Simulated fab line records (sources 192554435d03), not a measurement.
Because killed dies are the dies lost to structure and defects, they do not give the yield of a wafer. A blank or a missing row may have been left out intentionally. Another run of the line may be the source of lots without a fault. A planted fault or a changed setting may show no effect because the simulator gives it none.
fab line records | flow n5-finfet
record: lots: 3 wafers: 9 last-day: 18
route steps=1938 shown BEOL_M11@1566 BEOL_M12@1602 BEOL_M15@1830
lots with no fault: from the same line, run without faults
start-h: hours from the record's opening day to when the first of the lot's shown wafers began | wait-h: hours since the lot's step before | " identical to the entry in the row above | L1.1+2: several wafers, shown together as one row | - either no value or no given start | * or withheld: withheld | < > ~ a bound
route shown NAME@n: a module of which the file shows steps, and the number in the route of the first | usual: mean/standard deviation of fault-free wafers | same: alike in all rows | chamber/n: place in a boat | sites: per-site readings | _std_site: standard deviation across them | _edge_site: mean of outer sites minus mean of inner sites | radius-mm: how far each site lies from the wafer's centre | mask NAME#n: copy n | behind: the last tool/chamber to shape the wafer | hold: what put the lot on hold/how long, in hours/how the hold closed | device: whichever transistor did not switch (one of n, p or np) | end of line: the tests these same wafers got at the end of their route | step lacking rows: just its recipe | killed: dies that structure and defects cost at the first sort, which is not the same as the wafer's yield | map: shows each die of a wafer: x if killed, . if not, _ if none is there
set.NAME: the run value of the setting; set.NAME@STEP: its run value at that earlier step | model.NAME: the simulator's own value behind a step, which no gauge read
lots at selected steps of the route; one table per step, one row per wafer
services: the hour from which a tool's chamber was out of use, counted from the record's first day as start-h (under 0 if before that day), plus the number of hours and why
== steps ==
step: N5_BEOL_M11_PEB_26
recipe: peb-temp-c: withheld peb-time-s: 60 resist: CAR-ArF
step: N5_BEOL_M11_DEVELOP_27
recipe: develop-time-s: 30 developer: TMAH resist: CAR-ArF rinse-liquid: diw dry: air-spin dev-temp-c: 23
step: N5_BEOL_M11_DESCUM_33
recipe: chemistry: O2 time-s: 7.9 source-power-w: 50 bias-power-w: 20 pressure-mtorr: 20 rf-frequency-hz: 2.712e+07 temp-c: 40 resist: CAR-ArF o2-flow-sccm: 225
step: N5_BEOL_M11_ETCH_65
recipe: chemistry: CF4 target: SiARC target-depth-a: 390 mask-material: CAR-ArF time-s: 65 ion-energy-ev: 80 pressure-mtorr: 40 source-w: 545 bias-w: 36 Ar_flow_sccm: 100 cf4-flow-sccm: 100 ends: cleared
step: N5_BEOL_M11_ETCH_66
recipe: chemistry: N2/H2 target: SOC target-depth-a: 1200 overetch-a: 240 mask-material: SiARC temp-c: 40 time-s: 180 ion-energy-ev: 200 pressure-mtorr: 30 source-w: 840 bias-w: 150 n2-flow-sccm: 200 h2-flow-sccm: 200
step: N5_BEOL_M11_STRIP_69
recipe: chemistry: N2/H2 temp-c: 40 n2-flow-sccm: 200 h2-flow-sccm: 200 rf-frequency-hz: 6e+07
step: N5_BEOL_M11_VIA_ETCH_34
recipe: chemistry: C4F6/O2 target: SiCOH_lowk target-depth-a: 1845 mask-material: SOC taper-deg: 4 time-s: 69.2 ion-energy-ev: 250 pressure-mtorr: 30 source-w: 345 bias-w: 185 Ar_flow_sccm: 300 C4F6_flow_sccm: 10 O2_flow_sccm: 10
step: N5_BEOL_M11_STRIP_73
recipe: chemistry: C4F6/O2 resist: SiARC rf-frequency-hz: 6e+07
step: N5_BEOL_M11_STRIP_36
recipe: chemistry: N2/H2 power-w: 450 temp-c: 40 pressure-mtorr: 20 rf-frequency-hz: 6e+07 overash-fraction: 0.3 bias-power-w: 7 h2-frac: 0.5 n2-flow-sccm: 200 h2-flow-sccm: 200
step: N5_BEOL_M11_TRENCH_ETCH_37
recipe: chemistry: C4F6/O2 target-depth-a: 1488.3 target: SiCOH_lowk time-s: 48 ion-energy-ev: 250 pressure-mtorr: 30 source-w: 345 bias-w: 185 Ar_flow_sccm: 300 C4F6_flow_sccm: 10 O2_flow_sccm: 10
usual: chamber-pressure-mTorr: 30.003/0.028 drypump-motor-current-A: 5.6/0.49 mfc-ar-sccm: 300.0/0.86 oes_o_777_au: 0.80/0.071 oes-product-au: 0.81/0.081 rf-fwd-power-W: 341.2/1.6 rf-vpp-V: 671/11 showerhead-plenum-p-Torr: 2.87/0.11 throttle-valve-pct: 21.03/0.22
columns lot.wafer tool chamber start-h wait-h chamber-pressure-mTorr drypump-motor-current-A mfc-ar-sccm oes_o_777_au oes-product-au rf-fwd-power-W rf-hours-counter-h rf-vpp-V showerhead-plenum-p-Torr throttle-valve-pct model.etch.depth-nm model.BEOL_M11.feature-depth-nm
L903.1 rie-diel-04 1 317.03 - 30.038 5.2 299.9 0.92 0.97 344.4 10 660 2.80 20.83 149.7 149.6
L903.4 " 0 " " 29.986 4.8 299.3 0.83 0.85 338.1 50 672 3.00 20.79 151.8 151.8
L903.6 " 0 " " 30.003 4.8 299.4 0.83 0.85 340.2 - 672 3.00 20.78 150.1 150
L910.4 rie-diel-04 1 353.83 - 30.031 5.1 298.9 0.90 0.94 341.9 - 660 2.80 20.82 149.4 149.4
L910.5 " 2 " " 29.984 6.2 300.1 0.95 0.83 422.2 - 616 2.99 21.27 160.2 160.2
L910.6 " 0 " " 30.046 4.8 298.4 0.81 0.83 340.8 - 672 3.00 20.82 150.2 150.2
L915.3 rie-diel-05 0 390.11 - 30.029 5.4 299.8 0.87 0.89 342.2 27 698 3.00 20.71 149.4 149.4
L915.5 " 3 " " 29.980 5.9 300.5 0.78 0.81 341.7 - 668 2.98 20.85 152.5 152.6
L915.6 " 2 " " 29.957 5.5 300.6 0.73 0.75 342.3 - 656 2.74 21.09 149.3 149.2
step: N5_BEOL_M11_ETCH_41
recipe: chemistry: CH3F/O2 target: SiCN target-depth-a: 426 taper-deg: 2 time-s: 86 ion-energy-ev: 120 mask-material: TiN pressure-mtorr: 30 source-w: 395 bias-w: 75 Ar_flow_sccm: 150 CH3F_flow_sccm: 30 O2_flow_sccm: 20
step: N5_BEOL_M11_STRIP_77
recipe: chemistry: N2/H2 time-s: 10 power-w: 450 temp-c: 40 pressure-mtorr: 20 rf-frequency-hz: 6e+07 bias-power-w: 7 n2-flow-sccm: 200 h2-flow-sccm: 200
step: N5_BEOL_M11_OCD_MEAS_38
usual: trench-depth-nm: 149.8/2.5
columns lot.wafer tool chamber start-h wait-h trench-depth-nm
L903.1 ocd-01 - 317.21 - 149.6
L903.4 " - " " 151.8
L903.6 " - " " 150.0
L910.4 ocd-02 - 353.99 - 149.3
L910.5 " - " " 160.0
L910.6 " - " " 150.7
L915.3 ocd-02 - 390.29 - 148.6
L915.5 " - " " 152.3
L915.6 " - " " 149.1
step: N5_BEOL_M11_HM_STRIP_39
recipe: chemistry: peroxide-tin-strip material: TiN target-depth-a: 250 temp-c: 50 time-s: 158
step: N5_BEOL_M11_SRD_40
recipe: time-s: 30 temp-c: 23 rinse-liquid: diw dry: ipa-marangoni
step: N5_BEOL_M11_PRECLEAN_42
recipe: chemistry: residue-remover time-s: 60 temp-c: 40
step: N5_BEOL_M11_SRD_43
recipe: time-s: 30 temp-c: 23 rinse-liquid: diw dry: ipa-marangoni
step: N5_BEOL_M11_CURE_72
recipe: temp-c: 370 time-s: 120 ambient: DMADMS/He material: SiCOH_lowk
step: N5_BEOL_M11_DEGAS_44
recipe: ambient: vacuum temp-c: 250 time-s: 60
step: N5_BEOL_M11_PRE_CLEAN_45
recipe: gas: H2/He time-s: 30 temp-c: 250
step: N5_BEOL_M11_ALD_74
recipe: material: TaN target-thk-a: 20 temp-c: 275 ald-precursor-family: PDMAT ald-co-reactant: NH3 pressure-torr: 3 carrier-flow-sccm: 1500 pulse-time-s: 2 purge-time-s: 3 co-reactant-purge-time-s: 2 co-reactant-pulse-time-s: 3 ald-cycles: 40 precursor-vessel-temp-c: 75 precursor-vessel-pressure-torr: 26.25 precursor-vessel-carrier-sccm: 1000
step: N5_BEOL_M11_SURFACE_TREAT_76
recipe: gas: Ar time-s: * ion-energy-ev: * ion-current-ma-cm2: 0.5 pressure-mtorr: * ar-flow-sccm: 30
step: N5_BEOL_M11_CVD_75
recipe: material: Co target-thk-a: 20 temp-c: withheld precursor: CCTBA/H2 pressure-torr: 30 time-s: 138.9
step: N5_BEOL_M11_SPUTTER_48
recipe: material: Cu target-thk-a: 120 temp-c: -20 bias-v: 60 power-w: 26000 chamber-pressure-pa: 0.13 time-s: 2
step: N5_BEOL_M11_ECD_50
recipe: material: Cu target-thk-a: 3180
step: N5_BEOL_M11_ANNEAL_51
recipe: temp-c: 225 time-s: 90 ambient: N2
step: N5_BEOL_M11_CMP_52
recipe: stop-on: SiCOH_lowk t-overpolish-s: 7 down-force-psi: 1 platen-rpm: 50 clearing-platen-down-force-psi: 1.5 clearing-platen-rpm: 50 post-cmp-clean: cu-alkaline target-thk-nm: 140 clearing-platen-pad-velocity-m-s: 0.99484 pad-velocity-m-s: 0.99484
usual: barrier-field-endpoint-s: 28.7/0.76 motor-current-A: 6.0/0.7 overpolish-run-s: 7.001/0.0094 pad-life-wafers: 1034/500 time-to-endpoint-s: 66.2/2.7
columns lot.wafer tool chamber start-h wait-h barrier-field-endpoint-s motor-current-A overpolish-run-s pad-life-wafers time-to-endpoint-s model.Cu_of_BEOL_M11_ECD_50.thk-nm
L903.4 cmp-03 2 319.04 0.1 29.6 5.6 6.998 1302 66.5 142.4
L903.1 " 3 " " 29.0 5.7 6.997 1303 66.3 141
L903.6 " 2 " " 29.1 5.8 6.983 - 67.9 139.8
L910.4 cmp-01 0 357.09 0.2 29.0 5.5 6.985 385 69.1 140
L910.6 " 3 " " 29.9 6.1 6.992 - 68.5 142.2
L910.5 " 0 " " 29.0 5.5 7.000 - 68.2 151.4
L915.3 cmp-01 1 392.13 0.2 28.1 5.0 7.009 655 69.1 143
L915.5 " 0 " " 28.3 5.5 6.988 - 69.1 143.8
L915.6 " 1 " " 28.8 4.6 7.013 - 69.9 142
step: N5_BEOL_M11_THK_MEAS_53
recipe: thk-meas-gauge: xrf reads: Cu_of_BEOL_M11_ECD_50
usual: M11_THK: 140.8/2.6
columns lot.wafer tool chamber start-h wait-h M11_THK[nm]
L903.1 film-metro-01 - 319.34 - 141.8
L903.4 " - " " 144.0
L903.6 " - " " 140.6
L910.4 film-metro-02 - 357.35 - 140.3
L910.5 " - " " 152.1
L910.6 " - " " 142.7
L915.3 film-metro-02 - 392.39 - 143.1
L915.5 " - " " 144.1
L915.6 " - " " 141.9
step: N5_BEOL_M11_PRE_CLEAN_55
recipe: gas: NH3 time-s: 15 temp-c: withheld rf-power-w: 300
step: N5_BEOL_M11_DEP_56
recipe: material: SiCN target-thk-a: 300 temp-c: withheld precursor: 3MS/NH3 pressure-torr: 3 rf-w: 675 time-s: 10.5
step: N5_BEOL_M11_RS_MEAS_57
recipe: thk-meas-gauge: four-point-probe reads: Cu_of_BEOL_M11_ECD_50+Co_of_BEOL_M11_CVD_75+TaN_of_BEOL_M11_ALD_74
usual: M11_RS: 0.150/0.003
columns lot.wafer tool chamber start-h wait-h M11_RS[ohm/sq]
L903.1 film-metro-01 - 319.46 0.0 0.149
L903.4 " - " " 0.148
L903.6 " - " " 0.151
L910.4 film-metro-01 - 357.47 0.0 0.151
L910.5 " - " " 0.138
L910.6 " - " " 0.148
L915.3 film-metro-02 - 392.52 0.0 0.147
L915.5 " - " " 0.146
L915.6 " - " " 0.148
step: N5_BEOL_M12_ILD_DEP_00
recipe: material: SiOC target-thk-a: 6589.2 temp-c: 350 precursor: DEMS/O2 pressure-torr: 5 rf-w: 500 time-s: 130.7
step: N5_BEOL_M12_COAT_58
recipe: resist: BARC temp-c: 205 time-s: 60 spin-rpm: 1500 resist-thk-nm: 89
step: N5_BEOL_M12_COAT_04
recipe: spin-rpm: 1625 resist-thk-nm: 400
step: N5_BEOL_M12_EBR_06
recipe: solvent: PGMEA ebr-width-mm: 1.5
step: N5_BEOL_M12_SOFTBAKE_05
recipe: temp-c: 130 time-s: 60
step: N5_BEOL_M15_RC_MEAS_101
usual: COMB_M10: 1.42e-11/2.8e-12 COMB_M11: 1.4e-11/3.3e-12 COMB_M12: 6.3e-12/2.2e-12 COMB_M13: 4.9e-12/1.4e-12 COMB_M14: 3.6e-12/1.4e-12 COMB_M15: 2.6e-12/1.4e-12 COMB_M5: 3.6e-11/7e-12 COMB_M6: 2.7e-11/5.8e-12 COMB_M6_max_site: 3.9e-11/1.1e-11 COMB_M7: 2.5e-11/5.6e-12 COMB_M8: 2.5e-11/4.7e-12 COMB_M9: 1.4e-11/3e-12 SERP_M10: 3.08/0.086 SERP_M11: 3.05/0.08 SERP_M11_max_site: 3.16/0.079 SERP_M12: 0.639/0.018 SERP_M13: 0.307/0.0071 SERP_M14: 0.163/0.0047 SERP_M5: 38.3/1.9 SERP_M6: 13.8/0.55 SERP_M6_max_site: 14.4/0.63 SERP_M7: 13.8/0.54 SERP_M8: 13.8/0.63 SERP_M8_max_site: 14.4/0.71 SERP_M9: 3.06/0.089 SERP_M9_max_site: 3.16/0.088
columns lot.wafer tool chamber start-h wait-h COMB_M10[S/m] COMB_M11[S/m] COMB_M12[S/m] COMB_M13[S/m] COMB_M14[S/m] COMB_M15[S/m] COMB_M5[S/m] COMB_M6[S/m] COMB_M6_max_site[S/m] COMB_M7[S/m] COMB_M8[S/m] COMB_M9[S/m] SERP_M10[ohm/um] SERP_M11[ohm/um] SERP_M11_max_site[ohm/um] SERP_M12[ohm/um] SERP_M13[ohm/um] SERP_M14[ohm/um] SERP_M5[ohm/um] SERP_M6[ohm/um] SERP_M6_max_site[ohm/um] SERP_M7[ohm/um] SERP_M8[ohm/um] SERP_M8_max_site[ohm/um] SERP_M9[ohm/um] SERP_M9_max_site[ohm/um]
L903.1 prober-02 0 342.22 0.0 7.8e-12 2.3e-11 5e-12 4.8e-12 1.3e-12 1.2e-12 4e-11 2.6e-11 2.8e-11 2.1e-11 2.7e-11 1.1e-11 3.08 3.05 3.09 0.622 0.299 0.165 36.8 13.9 14.2 13.4 14.2 14.8 3.12 3.19
L903.4 " 0 " " 1.07e-11 1.6e-11 6.1e-12 4e-12 2.1e-12 2e-12 3.8e-11 3.4e-11 4.3e-11 1.9e-11 2.6e-11 1.5e-11 2.97 2.93 3.16 0.616 0.313 0.160 37.3 14.5 14.9 13.9 13.0 13.8 3.08 3.17
L903.6 " 0 " " 1.38e-11 1.5e-11 4.2e-12 4.3e-12 2.4e-12 1e-12 3.9e-11 2.4e-11 3.8e-11 2.5e-11 2.8e-11 1.7e-11 3.09 3.06 3.21 0.654 0.301 0.164 37.8 13.7 15.3 13.5 14.1 14.3 3.08 3.24
L910.4 prober-02 0 380.24 0.5 1.53e-11 9e-12 3.8e-12 5.4e-12 2.9e-12 1.3e-12 3.8e-11 2.2e-11 3e-11 3e-11 1.7e-11 1.1e-11 3.05 2.99 3.02 0.697 0.311 0.159 39.0 14.2 14.8 13.2 14.8 15.7 3.08 3.11
L910.5 " 0 " " 1.45e-11 6e-12 6e-12 1.9e-12 3.1e-12 2e-12 2.7e-11 2.1e-11 3.8e-11 2.6e-11 2.7e-11 1e-11 3.06 2.71 2.96 0.640 0.298 0.166 36.4 14.0 14.8 12.9 13.1 13.5 3.26 3.32
L910.6 " 0 " " 2.1e-11 9e-12 4.8e-12 5.4e-12 2.5e-12 1.2e-12 2.5e-11 2.4e-11 3.3e-11 2.7e-11 2.5e-11 1.4e-11 3.09 2.97 3.14 0.656 0.302 0.156 39.2 13.3 13.5 14.2 13.1 13.5 3.01 3.11
L915.3 prober-01 0 419.49 0.3 1.33e-11 1.7e-11 5.8e-12 5.1e-12 4.2e-12 5e-12 4.4e-11 2.1e-11 2.7e-11 3.7e-11 2.7e-11 1.3e-11 3.20 2.96 3.12 0.649 0.320 0.166 40.5 13.7 14.2 15.3 13.7 14.5 3.07 3.13
L915.5 " 0 " " 1.43e-11 1.4e-11 7.3e-12 5.9e-12 4e-12 4.2e-12 3e-11 2e-11 2.7e-11 2.7e-11 2.3e-11 1.9e-11 3.17 3.05 3.07 0.653 0.317 0.161 40.6 13.3 14.0 14.3 14.5 15.1 2.98 3.02
L915.6 " 0 " " 1.71e-11 1.3e-11 8e-12 4.1e-12 3.9e-12 4.7e-12 3.5e-11 2.4e-11 3.3e-11 3.9e-11 2.8e-11 1.6e-11 3.08 3.05 3.13 0.628 0.314 0.155 38.1 13.5 14.9 13.6 14.2 15.0 3.04 3.09
sites SERP_M11 radius-mm=0,75,75,75,75,140,140,140,140
L903.1 3.08 3.05 3.09 3.06 3.09 2.90 3.03 2.95 2.97
L910.4 3.01 2.97 3.02 3.02 3.02 2.87 2.99 2.95 2.97
L915.3 2.81 2.92 2.98 2.96 2.91 2.96 3.10 3.12 3.00
== services ==
columns tool chamber start-h hours kind
cmp-01 - 308.39 4.0 pm
cmp-01 - 312.39 - consumable-replace:conditioner
cmp-01 - 312.39 - consumable-replace:pad
cmp-03 - 312.96 3.8 pm
cmp-03 - 324.97 5.1 pm
cmp-01 - 348.38 5.5 pm
rie-diel-04 3 352.37 5.9 repair
cmp-03 - 356.03 0.4 repair
rie-diel-05 3 368.86 6.4 repair
rie-diel-05 - 372.88 0.2 repair
rie-diel-05 0 381.64 1.3 repair
rie-diel-05 1 387.41 - clean
rie-diel-05 1 387.41 - consumable-replace:focus-ring
rie-diel-05 1 387.41 18.7 scheduled-down
rie-diel-05 1 387.41 18.7 vent-cycle
cmp-01 - 387.65 0.8 repair
== key ==
first-sign: step: N5_BEOL_M11_TRENCH_ETCH_37 reading: rf-fwd-power-W direction: up sigmas: 50 usual: * struck: *
effect: step: N5_BEOL_M11_TRENCH_ETCH_37 reading: rf-vpp-V direction: down sigmas: 5 usual: 671 struck: 616
effect: step: N5_BEOL_M11_OCD_MEAS_38 reading: trench-depth-nm direction: up sigmas: 4.1 usual: 149.8 struck: 160.0
effect: step: N5_BEOL_M11_THK_MEAS_53 reading: M11_THK direction: up sigmas: 4.4 usual: 140.8 struck: 152.1
effect: step: N5_BEOL_M11_RS_MEAS_57 reading: M11_RS direction: down sigmas: 3.9 usual: 0.150 struck: 0.138
effect: step: N5_BEOL_M15_RC_MEAS_101 reading: SERP_M11 direction: down sigmas: 4.3 usual: 3.05 struck: 2.71
model-effect: step: N5_BEOL_M11_TRENCH_ETCH_37 value: etch.depth-nm without: 147.4 struck: 160.2
model-effect: step: N5_BEOL_M11_CMP_52 value: Cu_of_BEOL_M11_ECD_50.thk-nm without: 138.6 struck: 151.4
met-at N5_BEOL_M11_TRENCH_ETCH_37
struck-wafers L910.5
fault: kind: process-parameter-drift tool: rie-diel-04 chamber: 2 onset-h: 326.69 steps: N5_BEOL_M11_TRENCH_ETCH_37 channel: source-w offset: 82.8 shape: step end-h: 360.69 acts-in: these-recipes-only stated: 345
